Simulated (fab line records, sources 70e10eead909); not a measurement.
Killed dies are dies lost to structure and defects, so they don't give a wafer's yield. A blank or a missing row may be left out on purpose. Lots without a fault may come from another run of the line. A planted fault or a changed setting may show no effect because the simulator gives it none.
fab line records | flow nand_harc
record lots=6 wafers=18 last_day=23
route steps=1159 shown A_WL_FILL@817 END@1159
lots that met no fault: from a run of the same line without faults
start_h: hours from the record's first day to the start of the lot's first wafer shown | wait_h: hours since the lot's step before | " the same as in the row above | L1.1+2: a row that stands for several wafers | - no value, or no start given | * or withheld: withheld | < > ~ a bound
route shown NAME@n: a module of which the file shows steps, and the number in the route of the first | usual: mean/standard deviation of fault-free wafers | same: alike in all rows | chamber/n: place in a boat | sites: the reading at each site | _std_site: their standard deviation | _edge_site: outer sites' mean less inner sites' | radius_mm: how far each site lies from the wafer's centre | mask NAME#n: copy n | behind: the tool/chamber that last shaped the wafer | hold: why the lot was held/for how many hours/how that ended | device: the transistor (n, p or np) that didn't switch | end of line: the same wafers' tests at the end of the route | a step without rows: its recipe alone | killed: dies lost to structure and defects at the first sort, not the wafer's yield | map: a wafer's dies, x killed, . not, _ none there
set.NAME: the setting as run; set.NAME@STEP: as run at that earlier step | model.NAME: the simulator's own value behind a step, which no gauge read
lots at some steps of the route; a table a step, a row a wafer
services: from which hour (start_h, from the record's first day; less than 0 if before it) a tool's chamber was out of use, for how many hours, and why
## steps
# step NHARC_A_WL_FILL_STRIP_28
# recipe time_s=1200 temp_c=72.5 chemistry=post_etch_residue_remover
# step NHARC_A_WL_FILL_PRECLEAN_06
# recipe time_s=300 chemistry=DIW
# step NHARC_A_WL_FILL_SRD_07
# step NHARC_A_WL_FILL_ANNEAL_08
# recipe temp_c=450 time_s=1800
# step NHARC_A_WL_FILL_ALD_10
# recipe target_thk_a=500 pulse_time_s=10 ald_cycles=500 temp_c=300 material=SiO2
# usual heater_power_w=485/37 precursor_pulse_height_rel=1.001/0.019
# columns lot.wafer tool chamber start_h wait_h heater_power_w precursor_pulse_height_rel
L308.1 ald_hk-03 1 359.86 0.6 468 0.979
L308.6 " 0 361.42 2.1 425 1.005
L308.5 " 1 " " 476 1.000
L316.3 ald_hk-03 3 385.46 0.0 516 1.016
L316.2 " 0 " " 440 1.013
L316.6 " 3 387.51 2.1 517 0.979
L318.4 ald_hk-01 3 406.39 1.6 460 1.047
L318.6 " 0 " " 541 1.063
L318.5 " 1 " " 452 0.996
L321.3 ald_hk-03 3 422.93 3.7 528 0.997
L321.6 " 2 424.48 5.2 525 0.987
L321.5 " 3 " " 515 1.025
L326.1 ald_hk-01 0 457.52 0.1 550 1.028
L326.2 " 2 458.53 1.1 508 1.027
L326.4 " 3 " " 466 1.015
L325.4 ald_hk-03 0 461.17 0.6 442 1.013
L325.2 " 1 " " 493 1.009
L325.1 " 2 " " 516 0.997
# step NHARC_A_WL_FILL_ETCHBACK_16
# recipe target_depth_a=880 time_s=17.6 c4f8_flow_sccm=withheld o2_flow_sccm=8 ar_flow_sccm=withheld rf_w=600 bias_w=800 chemistry=C4F8/O2/Ar
# usual oes_product_au=0.984/0.027 rf_vpp_V=723/4.5 run_length_s=39.1/0.42
# columns lot.wafer tool chamber start_h wait_h oes_product_au rf_hours_counter_h rf_vpp_V run_length_s
L308.1 rie_diel-07 2 - - 0.983 5.2 729 39.2
L308.6 " 0 " " 0.994 - 724 38.4
L308.5 " 1 " " 0.997 - 717 39.2
L316.3 rie_diel-03 3 - - 0.991 4.1 718 39.8
L316.2 " 0 " " 0.995 4.2 724 39.7
L316.6 " 3 " " 0.994 - 718 39.7
L318.4 rie_diel-11 1 - - 1.010 2.6 724 38.8
L318.6 " 0 " " 0.993 - 715 39.4
L318.5 " 1 " " 1.006 - 724 38.5
L321.3 rie_diel-11 0 - - 0.967 2.9 715 39.2
L321.6 " 0 " " 0.967 - 717 39.3
L321.5 " 1 " " 0.989 - 724 38.6
L326.1 rie_diel-11 1 - - 0.999 5.9 723 38.5
L326.2 " 2 " " 0.986 4.7 724 39.5
L326.4 " 1 " " 0.997 - 724 38.4
L325.1 rie_diel-03 3 - - 0.988 1.8 718 39.3
L325.2 " 0 " " 1.009 1.9 725 39.4
L325.4 " 0 " " 0.994 - 725 39.7
# step NHARC_A_WL_FILL_STRIP_29
# recipe time_s=20 o2_flow_sccm=500 ar_flow_sccm=0 bias_w=0 chemistry=O2
# usual drypump_motor_current_A=5.7/0.38 oes_product_au=0.998/0.0083 rf_vpp_V=57.8/1 showerhead_plenum_p_Torr=3.52/0.15 throttle_valve_pct=17.036/0.0092
# columns lot.wafer tool chamber start_h wait_h drypump_motor_current_A oes_product_au rf_hours_counter_h rf_vpp_V showerhead_plenum_p_Torr throttle_valve_pct
L308.1 rie_diel-07 2 364.11 0.1 5.4 0.994 5.3 57.9 3.69 17.037
L308.6 " 3 " " 6.3 0.997 - 58.7 3.68 17.025
L308.5 " 0 " " 6.0 1.014 - 58.8 3.61 17.022
L316.3 rie_diel-03 1 390.17 0.1 6.3 1.008 3.6 55.6 3.31 17.040
L316.2 " 2 " " 5.8 1.005 3.6 57.6 3.68 17.044
L316.6 " 0 " " 5.3 1.005 - 57.7 3.60 17.029
L318.4 rie_diel-11 2 409.60 0.1 5.6 0.981 1.3 56.2 3.54 17.038
L318.6 " 2 " " 5.6 0.987 - 57.8 3.54 17.038
L318.5 " 3 " " 6.0 0.996 - 57.8 3.68 17.018
L321.3 rie_diel-11 0 427.17 0.1 5.8 0.999 2.9 56.4 3.30 17.054
L321.6 " 2 " " 5.6 0.997 - 57.7 3.54 17.031
L321.5 " 3 " " 6.0 0.992 - 58.4 3.68 17.032
L326.2 rie_diel-11 1 462.22 0.1 5.5 0.999 6.0 59.6 3.56 17.029
L326.1 " 2 " " 5.7 0.995 4.7 58.8 3.54 17.031
L326.4 " 2 " " 5.7 0.999 - 57.9 3.54 17.048
L325.1 rie_diel-03 1 465.45 0.1 6.3 0.994 1.7 56.7 3.30 17.030
L325.2 " 3 " " 5.4 0.992 1.8 56.1 3.33 17.042
L325.4 " 0 " " 5.3 1.004 - 57.2 3.60 17.032
# step NHARC_A_WL_FILL_ETCHBACK_17
# recipe target_depth_a=40 time_s=26.7 chemistry=Cl2/BCl3
# usual drypump_motor_current_A=5.7/0.41 oes_product_au=1.007/0.0075 run_length_s=48.1/0.37
# columns lot.wafer tool chamber start_h wait_h drypump_motor_current_A oes_product_au rf_hours_counter_h run_length_s
L308.1 rie_metal-01 1 364.20 - 5.5 0.990 0.7 47.8
L308.5 " 0 " " 5.4 1.009 - 48.1
L308.6 " 1 " " 5.5 0.999 - 47.6
L316.2 rie_metal-01 1 390.25 - 5.5 1.003 1.4 47.4
L316.3 " 0 " " 5.4 1.018 - 48.3
L316.6 " 0 " " 5.3 1.005 - 48.4
L318.4 rie_metal-01 0 409.76 - 5.4 1.020 - 48.6
L318.5 " 1 " " 5.5 1.007 - 47.5
L318.6 " 0 " " 5.4 1.007 - 48.0
L321.3 rie_metal-01 0 427.31 - 5.3 1.018 - 48.3
L321.5 " 1 " " 5.5 0.999 - 47.8
L321.6 " 0 " " 5.3 1.014 - 47.9
L326.2 rie_metal-03 0 462.31 - 5.7 1.005 0 48.5
L326.1 " 1 " " 6.6 1.016 0 48.1
L326.4 " 1 " " 6.5 1.012 - 48.2
L325.2 rie_metal-03 1 465.54 - 6.5 1.010 0.1 48.1
L325.1 " 0 " " 5.7 0.999 0.1 47.7
L325.4 " 1 " " 6.5 1.003 - 48.1
# step NHARC_A_WL_FILL_PRECLEAN_18
# recipe time_s=30 chemistry=dHF
# step NHARC_A_WL_FILL_SRD_21
# step NHARC_A_WL_FILL_CVD_23
# recipe target_thk_a=400 temp_c=620 pressure_mtorr=200 time_s=800 material=poly-Si
# step NHARC_A_WL_FILL_ETCHBACK_26
# recipe target_depth_a=520 time_s=13.3 hbr_flow_sccm=150 rf_w=350 icp_w=350 bias_w=60 chemistry=HBr
# usual drypump_motor_current_A=5.88/0.27 hbr_flow_sccm=150.0/0.42 oes_product_au=1.001/0.0071 run_length_s=34.55/0.29 throttle_valve_pct=23.267/0.01
# columns lot.wafer tool chamber start_h wait_h drypump_motor_current_A hbr_flow_sccm oes_product_au rf_hours_counter_h run_length_s throttle_valve_pct
L308.1 rie_si-02 1 369.53 0.4 5.83 149.6 0.998 1.1 34.67 23.265
L308.6 " 3 " " 5.58 150.6 1.012 - 34.46 23.276
L308.5 " 0 " " 6.03 150.2 0.997 - 34.47 23.248
L316.2 rie_si-05 1 395.27 0.4 5.69 150.3 0.997 1.2 34.38 23.276
L316.3 " 2 " " 6.41 150.7 0.982 1.0 34.24 23.264
L316.6 " 2 " " 6.43 150.5 0.995 - 34.61 23.255
L318.4 rie_si-06 1 414.71 0.4 5.66 150.0 1.005 0.4 34.67 23.275
L318.5 " 1 " " 5.69 150.5 0.996 - 34.15 23.253
L318.6 " 2 " " 5.52 150.4 1.005 - 35.11 23.261
L321.3 rie_si-06 2 432.69 0.4 5.48 149.8 0.997 0.5 34.75 23.258
L321.6 " 0 " " 5.96 150.0 0.982 - 34.40 23.269
L321.5 " 1 " " 5.64 150.0 0.998 - 34.44 23.250
L326.1 rie_si-05 0 467.36 0.4 6.18 149.9 1.005 0.3 34.44 23.249
L326.4 " 1 " " 5.64 150.3 0.988 0.3 34.30 23.262
L326.2 " 3 " " 5.79 150.1 1.000 0.3 31.70 23.280
L325.1 rie_si-05 1 470.87 0.4 5.68 149.8 0.981 0.3 34.53 23.257
L325.4 " 2 " " 6.41 150.4 0.995 0.3 35.05 23.270
L325.2 " 3 " " 5.76 149.9 1.004 0.3 31.71 23.277
# step NHARC_A_WL_FILL_PRECLEAN_30
# recipe time_s=10 chemistry=dHF
# step NHARC_END_SORT_01
# recipe temp_c=25
# usual killed_at_array=28/10 killed_at_other=0.6/0.85 killed_at_periphery=3.3/2.3 killed_dies=32/11 killed_open=3.3/1.5 killed_short=2.1/1.4
# same gross_dies=677
# columns lot.wafer tool chamber start_h wait_h killed_at_array killed_at_other killed_at_periphery killed_dies killed_open killed_short
L308.1 prober-01 0 458.46 2.5 22 0 3 25 3 1
L308.5 prober-01 0 461.65 3.7 16 2 1 19 2 0
L308.6 prober-01 0 462.45 4.0 23 1 2 26 4 2
L316.2 prober-01 0 484.57 2.8 26 0 4 30 6 2
L316.3 prober-01 0 485.36 3.1 27 0 1 28 2 3
L316.6 prober-01 0 487.75 4.0 27 1 1 29 2 2
L318.4 prober-01 0 496.91 3.4 14 1 5 20 4 2
L318.5 prober-01 0 497.70 3.7 14 2 11 27 4 1
L318.6 prober-01 0 498.50 4.0 15 0 10 25 5 1
L321.3 prober-02 0 524.48 3.1 29 1 4 34 2 1
L321.5 prober-02 0 526.12 3.8 28 1 1 30 2 4
L321.6 prober-02 0 526.95 4.1 28 0 6 34 2 2
L326.1 prober-01 0 553.19 2.5 53 0 5 58 6 6
L326.2 prober-01 0 554.00 2.8 39 1 2 42 4 3
L326.4 prober-01 0 555.62 3.4 44 0 2 46 3 3
L325.1 prober-02 0 555.60 2.5 44 0 2 46 3 2
L325.2 prober-02 0 556.40 2.8 49 1 3 53 2 2
L325.4 prober-02 0 558.02 3.4 44 0 3 47 5 2
# killed by level:class
L308.1 A_STAIRCASE:chamber_film_flake=6 A_CHANNEL_HOLE_D1:chamber_film_flake=5 A_CONTACT:geometric_particle:open=2 A_SLIT:chamber_film_flake=2 P_M2:geometric_particle:open=1 A_WL_FILL:geometric_particle:short=1 P_ZERO_WELL:chamber_film_flake=1 P_GATE:chamber_film_flake=1
L308.5 A_STAIRCASE:chamber_film_flake=9 A_CHANNEL_HOLE_D1:chamber_film_flake=3 THIN_TSV:chamber_film_flake=2 A_WL_FILL:geometric_particle:open=1 A_CONTACT:geometric_particle:open=1 P_ZERO_WELL:chamber_film_flake=1 A_CHANNEL_FILL_D1:chamber_film_flake=1 A_CONTACT:chamber_film_flake=1
L308.6 A_CHANNEL_FILL_D1:chamber_film_flake=5 A_STAIRCASE:chamber_film_flake=4 A_CHANNEL_HOLE_D1:chamber_film_flake=3 A_CONTACT:chamber_film_flake=3 A_STAIRCASE:geometric_particle:open=1 A_WL_FILL:geometric_particle:short=1 A_CONTACT:geometric_particle:short=1 A_BLC:geometric_particle:open=1
L316.2 A_SLIT:chamber_film_flake=8 A_CONTACT:chamber_film_flake=7 A_CHANNEL_HOLE_D1:chamber_film_flake=5 A_WL_FILL:geometric_particle:open=2 P_GATE:geometric_particle:open=1 P_CONTACT:geometric_particle:open=1 P_M1:geometric_particle:open=1 A_CHANNEL_HOLE_D1:geometric_particle:short=1
L316.3 A_SLIT:chamber_film_flake=11 A_CHANNEL_HOLE_D1:chamber_film_flake=5 A_CONTACT:chamber_film_flake=3 A_STAIRCASE:chamber_film_flake=2 A_ONON_D1:geometric_particle:short=1 A_ONON_D1:geometric_particle:open=1 A_CHANNEL_FILL_D1:geometric_particle:open=1 A_CHANNEL_FILL_D1:geometric_particle:short=1
L316.6 A_SLIT:chamber_film_flake=13 A_STAIRCASE:chamber_film_flake=5 A_CHANNEL_HOLE_D1:chamber_film_flake=3 A_CONTACT:chamber_film_flake=2 A_SGD_CUT:geometric_particle:open=1 A_WL_FILL:geometric_particle:short=1 A_M0:geometric_particle:short=1 A_M0:geometric_particle:open=1
L318.4 A_CHANNEL_HOLE_D1:chamber_film_flake=5 P_ZERO_WELL:chamber_film_flake=4 A_CHANNEL_HOLE_D1:geometric_particle:open=1 A_CHANNEL_FILL_D1:geometric_particle:open=1 A_STAIRCASE:geometric_particle:short=1 A_CONTACT:geometric_particle:short=1 A_CONTACT:geometric_particle:open=1 A_M0:geometric_particle:open=1
L318.5 P_ZERO_WELL:chamber_film_flake=8 A_CHANNEL_HOLE_D1:chamber_film_flake=7 A_CONTACT:chamber_film_flake=3 A_M0:geometric_particle:open=2 THIN_TSV:chamber_film_flake=2 P_STI:geometric_particle:short=1 P_M0:geometric_particle:open=1 A_M1:geometric_particle:open=1
L318.6 P_ZERO_WELL:chamber_film_flake=8 A_CONTACT:chamber_film_flake=4 A_CHANNEL_HOLE_D1:chamber_film_flake=3 A_STAIRCASE:chamber_film_flake=3 A_CHANNEL_FILL_D1:geometric_particle:open=2 P_M0:geometric_particle:open=1 A_ONON_D1:geometric_particle:short=1 A_WL_FILL:geometric_particle:open=1
L321.3 A_SLIT:chamber_film_flake=14 A_CONTACT:chamber_film_flake=5 A_CHANNEL_HOLE_D1:chamber_film_flake=4 A_STAIRCASE:chamber_film_flake=4 P_CONTACT:geometric_particle:open=1 A_WL_FILL:geometric_particle:open=1 A_BLC:geometric_particle:short=1 P_STI:chamber_film_flake=1
L321.5 A_SLIT:chamber_film_flake=16 A_CONTACT:chamber_film_flake=3 A_CHANNEL_HOLE_D1:chamber_film_flake=2 A_STAIRCASE:chamber_film_flake=2 A_CHANNEL_FILL_D1:geometric_particle:short=1 A_WL_FILL:geometric_particle:short=1 A_CONTACT:geometric_particle:open=1 A_CONTACT:geometric_particle:short=1
L321.6 A_SLIT:chamber_film_flake=18 A_CONTACT:chamber_film_flake=4 A_STAIRCASE:chamber_film_flake=3 P_CONTACT:geometric_particle:open=2 A_CHANNEL_HOLE_D1:chamber_film_flake=2 P_GATE:geometric_particle:short=1 A_ONON_D1:geometric_particle:short=1 P_STI:chamber_film_flake=1
L326.1 A_SLIT:chamber_film_flake=20 A_CHANNEL_HOLE_D1:chamber_film_flake=8 A_ZERO_WELL:chamber_film_flake=6 A_CONTACT:chamber_film_flake=6 A_CHANNEL_FILL_D1:geometric_particle:short=3 A_WL_FILL:geometric_particle:open=2 A_STAIRCASE:chamber_film_flake=2 A_BONDPAD:chamber_film_flake=2
L326.2 A_SLIT:chamber_film_flake=20 A_CHANNEL_HOLE_D1:chamber_film_flake=5 A_ZERO_WELL:chamber_film_flake=4 A_CONTACT:chamber_film_flake=3 A_CHANNEL_FILL_D1:geometric_particle:short=2 P_CONTACT:geometric_particle:open=1 A_ONON_D1:geometric_particle:open=1 A_WL_FILL:geometric_particle:short=1
L325.1 A_SLIT:chamber_film_flake=18 A_CHANNEL_HOLE_D1:chamber_film_flake=11 A_CONTACT:chamber_film_flake=5 A_STAIRCASE:chamber_film_flake=3 A_ZERO_WELL:chamber_film_flake=2 P_GATE:geometric_particle:short=1 P_M0:geometric_particle:open=1 A_ONON_D1:geometric_particle:short=1
L326.4 A_SLIT:chamber_film_flake=19 A_CONTACT:chamber_film_flake=8 A_ZERO_WELL:chamber_film_flake=4 A_WL_FILL:geometric_particle:short=3 A_CHANNEL_HOLE_D1:chamber_film_flake=3 A_WL_FILL:chamber_film_flake=3 P_CONTACT:geometric_particle:open=1 A_CONTACT:geometric_particle:open=1
L325.2 A_CHANNEL_HOLE_D1:chamber_film_flake=24 A_SLIT:chamber_film_flake=17 A_CONTACT:chamber_film_flake=3 P_M0:geometric_particle:open=2 A_STAIRCASE:chamber_film_flake=2 A_ONON_D1:geometric_particle:short=1 A_M0:geometric_particle:short=1 P_GATE:chamber_film_flake=1
L325.4 A_CHANNEL_HOLE_D1:chamber_film_flake=17 A_SLIT:chamber_film_flake=16 A_CHANNEL_FILL_D1:geometric_particle:short=2 A_M0:geometric_particle:open=2 A_STAIRCASE:chamber_film_flake=2 A_CONTACT:chamber_film_flake=2 P_M1:geometric_particle:open=1 A_CONTACT:geometric_particle:open=1
## services
# columns tool chamber start_h hours kind
rie_si-06 3 344.37 5.4 repair
rie_diel-07 2 344.50 3.0 repair
rie_diel-11 0 345.50 - clean
rie_si-05 2 347.33 17.5 repair
rie_si-05 0 352.58 4.6 repair
rie_si-06 - 360.00 9.0 pm
rie_diel-07 2 365.81 8.6 repair
rie_diel-11 - 366.74 9.0 pm
rie_si-05 - 367.49 0.7 repair
rie_diel-07 0 376.39 14.0 repair
rie_diel-03 2 381.54 4.2 repair
rie_diel-11 2 383.68 9.5 repair
rie_si-02 3 384.79 7.2 repair
rie_si-02 - 388.00 9.0 pm
rie_diel-03 - 392.30 9.0 pm
rie_diel-07 - 405.20 9.0 pm
rie_si-05 - 416.00 9.0 pm
rie_diel-03 - 416.13 0.2 repair
rie_diel-11 0 418.15 8.5 repair
rie_si-06 - 428.14 0.4 repair
rie_si-05 3 430.91 6.4 repair
rie_diel-11 0 450.68 25.0 repair
rie_metal-03 - 453.13 9.0 pm
rie_diel-03 2 459.77 7.3 repair
## key
first_sign step=NHARC_A_WL_FILL_ETCHBACK_26 reading=run_length_s direction=down sigmas=9.8 usual=* struck=*
effect none on later readings
met_at NHARC_A_WL_FILL_ETCHBACK_26
struck_wafers L325.2,L326.2
tester_left_out L325,L326
onset_between 395.27 467.36
fault kind=process_parameter_drift tool=rie_si-05 chamber=- onset_h=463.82 steps=NHARC_A_WL_FILL_ETCHBACK_26 channel=time_s offset=* shape=step end_h=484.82 scope=struck_wafers_only acts_in=* stated=*
# tester_left_out: of these lots the tester's yield and bins aren't shown, on N5 and GAA mostly nor the transistor test; their killed dies are dies lost to structure and defects alone, not to doping, threshold or leakage, so they don't give the yield
